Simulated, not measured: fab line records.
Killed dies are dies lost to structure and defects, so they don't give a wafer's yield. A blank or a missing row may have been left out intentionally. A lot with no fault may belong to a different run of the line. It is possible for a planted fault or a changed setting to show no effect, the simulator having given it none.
Split-lot trial | flow n5-finfet | 7 lots, 21 wafers read, on a route of 1938 steps

## ON THE SPLIT
At N5_BEOL_M15_ILD_DEP_00 (deposits SiO2 from TEOS/O2, target thk 1629.3 nm, time 346.1 s), the setting time-s was moved away from the recipe's 346.1 s on 3 of the 21 wafers read, by -13.8% to +12.7%. This setting was run at the recipe's value on the other wafers.

Between the split and the reading, the file records no step.

## THE READING
M15_ILD_THK in nanometres, read at N5_BEOL_M15_THK_MEAS_01. On this fab line, fault-free wafers typically give 1630 nm with a standard deviation of 23 nm.

wafer  | tool, chamber at the split | time-s as run, s | against the recipe | M15_ILD_THK, nm | against lot-mates on the recipe
L079.1 | pecvd-02, 2                | 346.1            | recipe             | 1620            | -
L079.2 | pecvd-02, 1                | 346.1            | recipe             | 1630            | -
L079.6 | pecvd-02, 0                | 346.1            | recipe             | 1680            | -
L084.1 | pecvd-03, 1                | 346.1            | recipe             | 1623            | -
L084.2 | pecvd-03, 0                | 346.1            | recipe             | 1622            | -
L084.5 | pecvd-03, 1                | 346.1            | recipe             | 1646            | -
L085.3 | pecvd-03, 2                | 346.1            | recipe             | 1618            | -
L085.4 | pecvd-03, 0                | 346.1            | recipe             | 1642            | -
L085.6 | pecvd-03, 1                | 299              | -13.6%             | 1403            | -227
L086.1 | pecvd-01, 2                | 390.1            | +12.7%             | 1840            | +212
L086.3 | pecvd-01, 0                | 346.1            | recipe             | 1604            | -
L086.6 | pecvd-01, 2                | 346.1            | recipe             | 1652            | -
L089.1 | pecvd-03, 0                | 346.1            | recipe             | 1629            | -
L089.2 | pecvd-03, 2                | 346.1            | recipe             | 1635            | -
L089.4 | pecvd-03, 1                | 346.1            | recipe             | 1646            | -
L090.1 | pecvd-01, 0                | 346.1            | recipe             | 1595            | -
L090.4 | pecvd-01, 2                | 346.1            | recipe             | 1668            | -
L090.5 | pecvd-01, 0                | 298.5            | -13.8%             | 1397            | -234
L094.1 | pecvd-03, 0,1              | 346.1            | recipe             | 1630            | -
L094.3 | pecvd-03, 1                | 346.1            | recipe             | 1592            | -
L094.6 | pecvd-03, 0,1              | 346.1            | recipe             | 1630            | -
Where a row lists several chambers, the file gives one row for several wafers and doesn't say which wafer went through which chamber.

THE FIT
A straight line over all 21 wafers: M15_ILD_THK changes by +16.7 nm for each +1% of time-s; r = +0.97; the points scatter about the line by 22 nm.
The same after taking each lot's own level away (the mean of its wafers on the recipe; 21 wafers): +16.8 nm for each +1%; r = +0.98; scatter 20 nm.
That fit puts the effect of the largest move of time-s on the reading at 2.3e+02 nm.
From 1617.3 to 1643.3 nm: that is the span of the lots' own levels, equal to 1.1 times the standard deviation above.
Consequently the slope shifts little with the lot-to-lot level, the two slopes agreeing.
Check: for one of the wafers moved furthest among these (-13.8%), held out of the fit, the line's prediction against its lot-mates is -229 nm. It came out at -234 nm against them.

## THE OTHER SPLITS THESE WAFERS WENT THROUGH
Before the reading, these wafers also passed through other splits. Each is held against what the fit with the lots' levels taken away leaves over:
other split on the same wafers    | wafers away from the commonest value | r with M15_ILD_THK (lot level and that fit taken away)
N5_BEOL_M9_EXPOSE_08 dose-mj      | 9                                    | -0.02
N5_BEOL_M10_PEB_26 peb-time-s     | 8                                    | -0.06
N5_BEOL_M11_ETCH_66 time-s        | 8                                    | -0.07
N5_BEOL_M12_SPUTTER_44 time-s     | 12                                   | -0.17
N5_BEOL_M13_CMP_49 down-force-psi | 9                                    | -0.09

## THE WHOLE CHAIN: every reading that the file lists as answering this split, in the file's order
step                    | what it does                                                   | reading                                                                             | change (the file's fit)              | r (the file's)
N5_BEOL_M15_ILD_DEP_00  | deposits SiO2 from TEOS/O2, target thk 1629.3 nm, time 346.1 s | SiO2_of_BEOL_M15_ILD_DEP_00.thk-nm (the simulator's own value, which no gauge read) | +16.8 nm for each +1% of the setting | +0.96
N5_BEOL_M15_THK_MEAS_01 |                                                                | M15_ILD_THK                                                                         | +16.8 for each +1% of the setting    | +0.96

## FILE'S OWN FIT
M15_ILD_THK changes by +16.8 nm for each +1% of time-s, r = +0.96.
